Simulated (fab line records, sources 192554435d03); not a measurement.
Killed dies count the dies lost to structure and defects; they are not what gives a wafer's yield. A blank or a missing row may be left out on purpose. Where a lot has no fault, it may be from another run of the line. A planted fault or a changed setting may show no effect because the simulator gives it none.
fab line records	flow n5_finfet
record lots=7	wafers=39
route steps=1938 shown BEOL_M10@1533 BEOL_M13@1696 BEOL_M15@1808 PASS1_CAP@1874
start_h: the number of hours between the record's first day and the start of the first shown wafer of the lot	wait_h: hours from the lot's prior step to this one	" as in the row above	L1.1+2: a single row standing in for several wafers	- no value, or no start was given	* or withheld: withheld	< > ~ a bound
route shown NAME@n: a module of which the file shows steps, and the number in the route of the first	usual: the fault-free wafers' mean and standard deviation	same: alike in all rows	chamber/n: place in a boat	sites: readings site by site	_std_site: the values' standard deviation	_edge_site: mean of outer sites minus mean of inner sites	radius_mm: how far each site lies from the wafer's centre	mask NAME#n: copy n	behind: the tool/chamber that last shaped the wafer	hold: why the lot went on hold/how many hours it stayed there/how the hold came to an end	device: names the non-switching transistor (n, p or np)	end of line: the route-end tests of the same wafers	step lacking rows: just its recipe	killed: dies lost to structure and defects at the first sort, not the wafer's yield	map: dies across one wafer; x = killed, . = not, _ = none there
set.NAME: the setting that was run; set.NAME@STEP: the one run at that earlier step	model.NAME: the simulator's own value behind a step, which no gauge read
lots where settings were altered on purpose, with a table for each step and a row for each wafer
## steps
# step N5_BEOL_M10_DEP_56
# recipe material=SiCN	target_thk_a=150	temp_c=withheld	precursor=3MS/NH3	pressure_torr=3	rf_w=202	time_s=26.5
lot.wafer	tool	chamber	start_h	wait_h	set.target_thk_a	model.SiCN_of_BEOL_M10_DEP_56.thk_nm
L079.1	pecvd-03	0	246.14	0.0	150	14.6
L079.2	"	1	"	"	183.8	17.8
L079.3	"	2	"	"	150	14.8
L079.4	"	0	"	"	183.8	18.4
L079.5	"	1	"	"	183.8	18.2
L079.6	"	2	"	"	150	15.2
L080.1	pecvd-02	1	256.02	0.0	150	14.6
L080.2+4	"	2,1	"	"	227.5	22.6
L080.3	"	0	"	"	150	14.8
L080.5	"	2	"	"	227.5	22.8
L080.6	"	0	"	"	150	15.2
L082.3	pecvd-04	0	267.86	0.0	150	14.8
L082.4+5	"	1,2	"	"	150	15.2
L083.1+5	pecvd-02	0,1	271.64	0.0	182.1	18.2
L083.2	"	2	"	"	150	15
L083.3	"	1	"	"	150	14.6
L083.4	"	0	"	"	182.1	18.4
L083.6	"	2	"	"	150	15.2
L087.1+2	pecvd-03	0,1	290.85	0.0	104	10.2
L087.3	"	2	"	"	150	14.8
L087.4	"	2	"	"	150	15.2
L087.5	"	1	"	"	104	10.4
L087.6	"	0	"	"	150	15
L090.1	pecvd-03	1	318.58	0.0	150	15
L090.2	"	2	"	"	150	15.2
L090.3	"	0	"	"	113.7	11.2
L090.4+6	"	2,0	"	"	113.7	11.6
L090.5	"	1	"	"	150	14.8
L092.1+3	pecvd-03	0,2	336.68	0.0	150	14.8
L092.2+6	"	1	"	"	117.4	11.6
L092.4	"	0	"	"	150	15
L092.5	"	2	"	"	117.4	12
# step N5_BEOL_M13_TRENCH_ETCH_34
# recipe chemistry=C4F8/O2/Ar	target=SiOC	target_depth_a=4134.7	mask_material=SOC	pressure_mtorr=30	source_w=3000	bias_w=700	Ar_flow_sccm=400	C4F8_flow_sccm=15	O2_flow_sccm=8	he_inner_torr=15	he_outer_torr=30	time_s=162.6	ion_energy_ev=250
lot.wafer	tool	chamber	start_h	wait_h	set.time_s	model.etch.depth_nm
L079.1	rie_diel-06	0	263.37	0.0	162.6	407.3
L079.2	"	2	"	"	162.6	403
L079.3	"	1	"	"	162.6	402.9
L079.4+6	"	3,0	"	"	114.4	284.9
L079.5	"	1	"	"	114.4	284.8
L080.1	rie_diel-02	3	274.05	0.0	162.6	411.1
L080.2	"	1	"	"	162.6	417.5
L080.3	"	0	"	"	162.6	419.9
L080.4	"	2	"	"	162.6	403.3
L080.5	"	2	"	"	162.6	407
L080.6	"	1	"	"	162.6	421
L082.3	rie_diel-06	2	280.98	0.0	162.6	412.2
L082.4	"	2	"	"	162.6	405.2
L082.5	"	3	"	"	162.6	412.4
L083.1	rie_diel-06	3	290.41	0.0	162.6	409.1
L083.2	"	2	"	"	200.1	501.6
L083.3	"	1	"	"	200.1	503.4
L083.4	"	0	"	"	200.1	504.9
L083.5	"	0	"	"	162.6	409.5
L083.6	"	3	"	"	162.6	407.8
L087.1	rie_diel-06	3	310.11	0.0	162.6	402.3
L087.2	"	2	"	"	162.6	407.8
L087.3	"	0	"	"	84.24	209.3
L087.4	"	1	"	"	84.24	209.5
L087.5	"	2	"	"	84.24	213.1
L087.6	"	3	"	"	162.6	408.1
L090.1+2	rie_diel-06	1,0	335.78	0.0	249.2	623
L090.3	"	3	"	"	162.6	405.9
L090.4	"	2	"	"	249.2	630.5
L090.5	"	0	"	"	162.6	407.3
L090.6	"	1	"	"	162.6	405.2
L092.1	rie_diel-06	3	350.94	0.0	162.6	403.1
L092.2	"	0	"	"	187.5	459.5
L092.3	"	1	"	"	187.5	466.8
L092.4	"	2	"	"	187.5	469.5
L092.5	"	3	"	"	162.6	404.6
L092.6	"	2	"	"	162.6	408.1
# step N5_BEOL_M13_STRIP_70
# recipe chemistry=C4F8/O2/Ar	resist=SiARC	rf_frequency_hz=6e+07
# step N5_BEOL_M13_OCD_MEAS_35
# usual trench_depth_nm=409/5.3
lot.wafer	tool	chamber	start_h	wait_h	set.time_s@BEOL_M13_TRENCH_ETCH_34	trench_depth_nm
L079.1	ocd-01	-	263.54	0.0	162.6	407
L079.2	"	-	"	"	162.6	403
L079.3	"	-	"	"	162.6	402
L079.4	"	-	"	"	114.4	285
L079.5	"	-	"	"	114.4	285
L079.6	"	-	"	"	114.4	285
L080.1	ocd-01	-	274.23	0.0	162.6	411
L080.2	"	-	"	"	162.6	418
L080.3	"	-	"	"	162.6	420
L080.4	"	-	"	"	162.6	-
L080.5	"	-	"	"	162.6	407
L080.6	"	-	"	"	162.6	421
L082.3	ocd-02	-	281.16	0.0	162.6	412
L082.4	"	-	"	"	162.6	405
L082.5	"	-	"	"	162.6	412
L083.1	ocd-02	-	290.58	0.0	162.6	409
L083.2	"	-	"	"	200.1	502
L083.3	"	-	"	"	200.1	504
L083.4	"	-	"	"	200.1	505
L083.5	"	-	"	"	162.6	409
L083.6	"	-	"	"	162.6	408
L087.1	ocd-02	-	310.28	0.0	162.6	402
L087.2	"	-	"	"	162.6	408
L087.3	"	-	"	"	84.24	209
L087.4	"	-	"	"	84.24	209
L087.5	"	-	"	"	84.24	213
L087.6	"	-	"	"	162.6	408
L090.1	ocd-02	-	335.95	0.0	249.2	623
L090.2	"	-	"	"	249.2	623
L090.3	"	-	"	"	162.6	406
L090.4	"	-	"	"	249.2	630
L090.5	"	-	"	"	162.6	407
L090.6	"	-	"	"	162.6	405
L092.1	ocd-01	-	351.12	0.0	162.6	403
L092.2	"	-	"	"	187.5	459
L092.3	"	-	"	"	187.5	467
L092.4	"	-	"	"	187.5	469
L092.5	"	-	"	"	162.6	405
L092.6	"	-	"	"	162.6	408
# step N5_BEOL_M13_STRIP_37
# recipe chemistry=N2/H2	power_w=1000	temp_c=250	h2_frac=0.65	overash_fraction=0.3	pressure_mtorr=withheld	n2_flow_sccm=1750	h2_flow_sccm=3250
# step N5_BEOL_M13_ETCH_38
# recipe chemistry=CF4/N2	target=SiCN	target_depth_a=675	taper_deg=2	time_s=71.9	ion_energy_ev=150	mask_material=SiO2	pressure_mtorr=40	source_w=430	bias_w=70	Ar_flow_sccm=100	cf4_flow_sccm=60	n2_flow_sccm=60
# step N5_BEOL_M13_ECD_47
# recipe material=Cu	target_thk_a=9360
# step N5_BEOL_M13_ANNEAL_48
# recipe temp_c=225	time_s=90	ambient=N2
# step N5_BEOL_M13_CMP_49
# recipe stop_on=SiOC	t_overpolish_s=17.1	down_force_psi=1	platen_rpm=50	clearing_platen_down_force_psi=1.5	clearing_platen_rpm=50	post_cmp_clean=cu_alkaline	target_thk_nm=420	clearing_platen_pad_velocity_m_s=0.99484	pad_velocity_m_s=0.99484
lot.wafer	tool	chamber	start_h	wait_h	set.time_s@BEOL_M13_TRENCH_ETCH_34	model.Cu_of_BEOL_M13_ECD_47.thk_nm
L079.1	cmp-02	1	267.79	0.3	162.6	413.2
L079.3	"	2	"	"	162.6	407.2
L079.2	"	3	"	"	162.6	408.6
L079.4	"	0	"	"	114.4	291.4
L079.6	"	1	"	"	114.4	292.4
L079.5	"	2	"	"	114.4	289
L080.4	cmp-04	1	278.53	0.1	162.6	412
L080.1	"	2	"	"	162.6	418.6
L080.3	"	3	"	"	162.6	428.4
L080.2	"	0	"	"	162.6	426.6
L080.5	"	1	"	"	162.6	416
L080.6	"	2	"	"	162.6	429.4
L082.3	cmp-02	1	282.76	0.2	162.6	419
L082.4	"	0	"	"	162.6	412
L082.5	"	1	"	"	162.6	418.4
L083.2	cmp-04	3	295.67	0.2	200.1	508.8
L083.4	"	0	"	"	200.1	512.2
L083.1	"	1	"	"	162.6	415.4
L083.3	"	2	"	"	200.1	509.6
L083.5	"	3	"	"	162.6	416.6
L083.6	"	0	"	"	162.6	413.8
L087.1	cmp-02	1	313.21	0.3	162.6	408.8
L087.4	"	2	"	"	84.24	214.6
L087.3	"	3	"	"	84.24	215.6
L087.2	"	0	"	"	162.6	413
L087.6	"	1	"	"	162.6	414
L087.5	"	2	"	"	84.24	218
L090.1	cmp-02	2	338.14	0.5	249.2	629
L090.3	"	3	"	"	162.6	414.4
L090.2	"	0	"	"	249.2	630.6
L090.4	"	1	"	"	249.2	638.4
L090.5	"	2	"	"	162.6	413.6
L090.6	"	3	"	"	162.6	411.4
L092.1	cmp-04	1	355.72	0.3	162.6	411.8
L092.2	"	2	"	"	187.5	466.4
L092.4	"	3	"	"	187.5	478.8
L092.3	"	0	"	"	187.5	474.8
L092.6	"	1	"	"	162.6	416.8
L092.5	"	2	"	"	162.6	412.6
# step N5_BEOL_M13_THK_MEAS_50
# recipe thk_meas_gauge=xrf	reads=Cu_of_BEOL_M13_ECD_47
# usual M13_THK=415/5.9
lot.wafer	tool	chamber	start_h	wait_h	set.time_s@BEOL_M13_TRENCH_ETCH_34	M13_THK[nm]
L079.1	film_metro-01	-	268.08	-	162.6	413
L079.2	"	-	"	"	162.6	406
L079.3	"	-	"	"	162.6	402
L079.4	"	-	"	"	114.4	289
L079.5	"	-	"	"	114.4	287
L079.6	"	-	"	"	114.4	291
L080.1	film_metro-02	-	278.83	-	162.6	417
L080.2	"	-	"	"	162.6	423
L080.3	"	-	"	"	162.6	425
L080.4	"	-	"	"	162.6	-
L080.5	"	-	"	"	162.6	413
L080.6	"	-	"	"	162.6	427
L082.3	film_metro-01	-	283.05	-	162.6	416
L082.4	"	-	"	"	162.6	412
L082.5	"	-	"	"	162.6	417
L083.1	film_metro-02	-	295.97	-	162.6	416
L083.2	"	-	"	"	200.1	509
L083.3	"	-	"	"	200.1	511
L083.4	"	-	"	"	200.1	512
L083.5	"	-	"	"	162.6	416
L083.6	"	-	"	"	162.6	415
L087.1	film_metro-02	-	313.51	-	162.6	406
L087.2	"	-	"	"	162.6	411
L087.3	"	-	"	"	84.24	214
L087.4	"	-	"	"	84.24	215
L087.5	"	-	"	"	84.24	216
L087.6	"	-	"	"	162.6	413
L090.1	film_metro-01	-	338.44	-	249.2	631
L090.2	"	-	"	"	249.2	634
L090.3	"	-	"	"	162.6	415
L090.4	"	-	"	"	249.2	641
L090.5	"	-	"	"	162.6	416
L090.6	"	-	"	"	162.6	413
L092.1	film_metro-02	-	356.02	-	162.6	412
L092.2	"	-	"	"	187.5	464
L092.3	"	-	"	"	187.5	473
L092.4	"	-	"	"	187.5	479
L092.5	"	-	"	"	162.6	415
L092.6	"	-	"	"	162.6	416
# step N5_BEOL_M13_PRE_CLEAN_52
# recipe gas=NH3	time_s=15	temp_c=withheld	rf_power_w=300
# step N5_BEOL_M13_DEP_53
# recipe material=SiCN	target_thk_a=500	temp_c=withheld	precursor=3MS/NH3	pressure_torr=3	rf_w=675	time_s=17.8
# step N5_BEOL_M13_RS_MEAS_54
# recipe thk_meas_gauge=four-point-probe	reads=Cu_of_BEOL_M13_ECD_47+Ta_of_BEOL_M13_SPUTTER_44+TaN_of_BEOL_M13_SPUTTER_43
# usual M13_RS=0.0453/0.0006
lot.wafer	tool	chamber	start_h	wait_h	set.time_s@BEOL_M13_TRENCH_ETCH_34	M13_RS[ohm/sq]
L079.1	film_metro-01	-	268.21	0.0	162.6	0.0456
L079.2	"	-	"	"	162.6	0.0461
L079.3	"	-	"	"	162.6	0.0462
L079.4	"	-	"	"	114.4	0.0655
L079.5	"	-	"	"	114.4	0.0663
L079.6	"	-	"	"	114.4	0.0653
L080.1	film_metro-01	-	278.95	0.0	162.6	0.0450
L080.2	"	-	"	"	162.6	0.0442
L080.3	"	-	"	"	162.6	0.0439
L080.4	"	-	"	"	162.6	-
L080.5	"	-	"	"	162.6	0.0452
L080.6	"	-	"	"	162.6	0.0438
L082.3	film_metro-02	-	283.18	0.1	162.6	0.0451
L082.4	"	-	"	"	162.6	0.0457
L082.5	"	-	"	"	162.6	0.0451
L083.1	film_metro-02	-	296.10	0.0	162.6	0.0453
L083.2	"	-	"	"	200.1	0.0369
L083.3	"	-	"	"	200.1	0.0368
L083.4	"	-	"	"	200.1	0.0365
L083.5	"	-	"	"	162.6	0.0452
L083.6	"	-	"	"	162.6	0.0456
L087.1	film_metro-02	-	313.64	0.0	162.6	0.0461
L087.2	"	-	"	"	162.6	0.0457
L087.3	"	-	"	"	84.24	0.0904
L087.4	"	-	"	"	84.24	0.0907
L087.5	"	-	"	"	84.24	0.0892
L087.6	"	-	"	"	162.6	0.0457
L090.1	film_metro-02	-	338.57	0.0	249.2	0.0297
L090.2	"	-	"	"	249.2	0.0296
L090.3	"	-	"	"	162.6	0.0455
L090.4	"	-	"	"	249.2	0.0292
L090.5	"	-	"	"	162.6	0.0456
L090.6	"	-	"	"	162.6	0.0458
L092.1	film_metro-02	-	356.15	0.0	162.6	0.0458
L092.2	"	-	"	"	187.5	0.0403
L092.3	"	-	"	"	187.5	0.0395
L092.4	"	-	"	"	187.5	0.0392
L092.5	"	-	"	"	162.6	0.0457
L092.6	"	-	"	"	162.6	0.0452
# step N5_BEOL_M15_ETCH_61
# recipe chemistry=N2/H2	target=BARC	target_depth_a=890	overetch_a=267	time_s=67.9	ion_energy_ev=200	pressure_mtorr=30	source_w=840	bias_w=150	n2_flow_sccm=200	h2_flow_sccm=200
lot.wafer	tool	chamber	start_h	wait_h	set.time_s	model.coat_of_BEOL_M15_COAT_22.thk_nm	model.etch.depth_nm
L079.1	rie_diel-02	0	277.42	0.0	38.59	741.6	67.51
L079.2	"	2	"	"	38.59	742	64.13
L079.3	"	1	"	"	67.9	714.8	89.16
L079.4	"	3	"	"	38.59	740.4	66.71
L079.5	"	0	"	"	67.9	713.8	89.31
L079.6	"	1	"	"	67.9	714.8	88.93
L080.1	rie_diel-06	0	285.59	0.0	67.9	720	88.9
L080.2	"	2	"	"	49.77	735.8	82.47
L080.3	"	1	"	"	49.77	734.2	85.63
L080.4	"	3	"	"	67.9	719.6	89.07
L080.5	"	1	"	"	67.9	716.6	89.23
L080.6	"	0	"	"	49.77	737.6	81.43
L082.3	rie_diel-04	3	290.21	0.0	67.9	713	89.08
L082.4	"	2	"	"	67.9	714.6	89.15
L082.5	"	0	"	"	67.9	716	89.14
L083.1	rie_diel-02	0	303.22	0.0	94.37	690.6	89.04
L083.2	"	1	"	"	67.9	714.6	89.16
L083.3	"	2	"	"	67.9	720.8	89.41
L083.4	"	3	"	"	94.37	687.6	89.09
L083.5	"	0	"	"	67.9	716.6	89.2
L083.6	"	3	"	"	94.37	689.6	89.18
L087.1	rie_diel-02	0	320.53	0.0	67.9	719.4	89.34
L087.2	"	1	"	"	67.9	721	89.09
L087.3	"	3	"	"	67.9	717.6	88.8
L087.4	"	2	"	"	93.8	694.8	89.44
L087.5	"	3	"	"	93.8	692.8	89.12
L087.6	"	0	"	"	93.8	693.8	88.98
L090.1	rie_diel-04	3	349.69	0.0	92.69	694.4	88.5
L090.2	"	2	"	"	92.69	696.2	88.76
L090.3	"	0	"	"	92.69	697.2	88.76
L090.4	"	1	"	"	67.9	720.6	88.7
L090.5	"	1	"	"	67.9	722.2	88.74
L090.6	"	2	"	"	67.9	719.4	88.67
L092.1	rie_diel-06	0	366.46	0.0	85.23	707.2	89.27
L092.2	"	1	"	"	85.23	700.6	88.85
L092.3	"	3	"	"	85.23	704.2	88.77
L092.4	"	2	"	"	67.9	719.6	89.1
L092.5	"	0	"	"	67.9	720.8	89.04
L092.6	"	3	"	"	67.9	721.2	89.08
# step N5_BEOL_M15_TRENCH_ETCH_34
# recipe chemistry=C4F8/O2/Ar	target=SiO2	target_depth_a=8729.3	he_inner_torr=15	he_outer_torr=30	time_s=199	ion_energy_ev=800	pressure_mtorr=20	source_w=1905	bias_w=2040	Ar_flow_sccm=400	C4F8_flow_sccm=16	O2_flow_sccm=12
lot.wafer	tool	chamber	start_h	wait_h	set.time_s@BEOL_M15_ETCH_61	model.coat_of_BEOL_M15_COAT_22.thk_nm
L079.1	rie_diel-02	0	277.47	0.0	38.59	559.4
L079.2	"	2	"	"	38.59	568
L079.3	"	1	"	"	67.9	535
L079.4	"	3	"	"	38.59	561.6
L079.5	"	0	"	"	67.9	532.8
L079.6	"	1	"	"	67.9	533.4
L080.1+5	rie_diel-06	0,1	285.65	0.0	67.9	544.6
L080.2+3	"	2,1	"	"	49.77	561.8
L080.4	"	3	"	"	67.9	545.8
L080.6	"	0	"	"	49.77	562
L082.3	rie_diel-04	3	290.26	0.0	67.9	539.2
L082.4	"	2	"	"	67.9	538.8
L082.5	"	0	"	"	67.9	541
L083.1	rie_diel-02	0	303.27	0.0	94.37	512
L083.2	"	1	"	"	67.9	535
L083.3	"	2	"	"	67.9	548.8
L083.4	"	3	"	"	94.37	509.8
L083.5	"	0	"	"	67.9	538.4
L083.6	"	3	"	"	94.37	512.6
L087.1+3	rie_diel-02	0,3	320.58	0.0	67.9	540.4
L087.2	"	1	"	"	67.9	543
L087.4	"	2	"	"	93.8	522.8
L087.5	"	3	"	"	93.8	514.2
L087.6	"	0	"	"	93.8	514.4
L090.1	rie_diel-04	3	349.75	0.0	92.69	518.8
L090.2	"	2	"	"	92.69	518.2
L090.3	"	0	"	"	92.69	521.2
L090.4	"	1	"	"	67.9	554.2
L090.5	"	1	"	"	67.9	557
L090.6	"	2	"	"	67.9	541.2
L092.1	rie_diel-06	0	366.51	0.0	85.23	535.2
L092.2	"	1	"	"	85.23	530.2
L092.3	"	3	"	"	85.23	532.2
L092.4	"	2	"	"	67.9	547.6
L092.5	"	0	"	"	67.9	550
L092.6	"	3	"	"	67.9	549.8
# step N5_PASSIVATION_PECVD_01
# recipe material=SiNx	target_thk_a=2000	temp_c=400	precursor=SiH4/NH3/N2	pressure_torr=4.9	rf_w=1406	time_s=43.2
lot.wafer	tool	chamber	start_h	wait_h	set.time_s	model.SiNx_of_PASSIVATION_PECVD_01.thk_nm
L079.1	pecvd-04	1	286.79	0.0	49.72	229.4
L079.2	"	0	"	"	49.72	231
L079.3	"	2	"	"	43.2	198.8
L079.4	"	0	"	"	43.2	202.8
L079.5	"	1	"	"	49.72	232
L079.6	"	2	"	"	43.2	202.6
L080.1	pecvd-03	2	297.31	0.0	43.2	201.6
L080.2	"	1	"	"	43.2	202
L080.3	"	0	"	"	43.2	200.6
L080.4	"	0	"	"	67.41	318.4
L080.5	"	2	"	"	67.41	313.8
L080.6	"	1	"	"	67.41	318.2
L082.3	pecvd-02	2	300.97	0.0	43.2	200.4
L082.4	"	2	"	"	43.2	200.8
L082.5	"	0	"	"	43.2	199.2
L083.1	pecvd-03	0	312.63	0.0	50.63	234.2
L083.2	"	1	"	"	50.63	235
L083.3	"	2	"	"	50.63	232.4
L083.4	"	0	"	"	43.2	204.6
L083.5	"	1	"	"	43.2	203
L083.6	"	2	"	"	43.2	199.2
L087.1	pecvd-04	0	329.82	0.0	68.85	314.4
L087.2	"	2	"	"	68.85	313.8
L087.3	"	1	"	"	43.2	195.2
L087.4	"	2	"	"	68.85	320.4
L087.5	"	0	"	"	43.2	198.6
L087.6	"	1	"	"	43.2	198.2
L090.1	pecvd-03	0	358.76	0.0	43.2	200.8
L090.2	"	1	"	"	43.2	199.8
L090.3	"	2	"	"	43.2	198.6
L090.4	"	2	"	"	43.2	202
L090.5+6	"	0,1	"	"	43.2	202.4
L092.1	pecvd-02	2	374.12	0.0	43.2	198.2
L092.2	"	0	"	"	55.84	254.8
L092.3	"	1	"	"	55.84	257.4
L092.4	"	0	"	"	43.2	198.8
L092.5	"	1	"	"	55.84	262.2
L092.6	"	2	"	"	43.2	201.2
## key
split step=N5_BEOL_M10_DEP_56	setting=target_thk_a	stated=150	by=wafer
response step=N5_BEOL_M10_DEP_56	reading=model.SiCN_of_BEOL_M10_DEP_56.thk_nm	change=+0.15	per=1%	r=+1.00
split step=N5_BEOL_M13_TRENCH_ETCH_34	setting=time_s	stated=162.6	by=wafer
response step=N5_BEOL_M13_TRENCH_ETCH_34	reading=model.etch.depth_nm	change=+4.08	per=1%	r=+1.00
response step=N5_BEOL_M13_OCD_MEAS_35	reading=trench_depth_nm	change=+4.08	per=1%	r=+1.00
response step=N5_BEOL_M13_CMP_49	reading=model.Cu_of_BEOL_M13_ECD_47.thk_nm	change=+4.08	per=1%	r=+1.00
response step=N5_BEOL_M13_THK_MEAS_50	reading=M13_THK	change=+4.07	per=1%	r=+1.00
response step=N5_BEOL_M13_RS_MEAS_54	reading=M13_RS	change=-0.000568	per=1%	r=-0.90
split step=N5_BEOL_M15_ETCH_61	setting=time_s	stated=67.9	by=wafer
response step=N5_BEOL_M15_ETCH_61	reading=model.coat_of_BEOL_M15_COAT_22.thk_nm	change=-0.665	per=1%	r=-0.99
response step=N5_BEOL_M15_ETCH_61	reading=model.etch.depth_nm	shape=bent	at_lowest=66.12	at_stated=89.06	at_highest=89.1
response step=N5_BEOL_M15_TRENCH_ETCH_34	reading=model.coat_of_BEOL_M15_COAT_22.thk_nm	change=-0.709	per=1%	r=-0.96
split step=N5_PASSIVATION_PECVD_01	setting=time_s	stated=43.2	by=wafer
response step=N5_PASSIVATION_PECVD_01	reading=model.SiNx_of_PASSIVATION_PECVD_01.thk_nm	change=+2.02	per=1%	r=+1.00
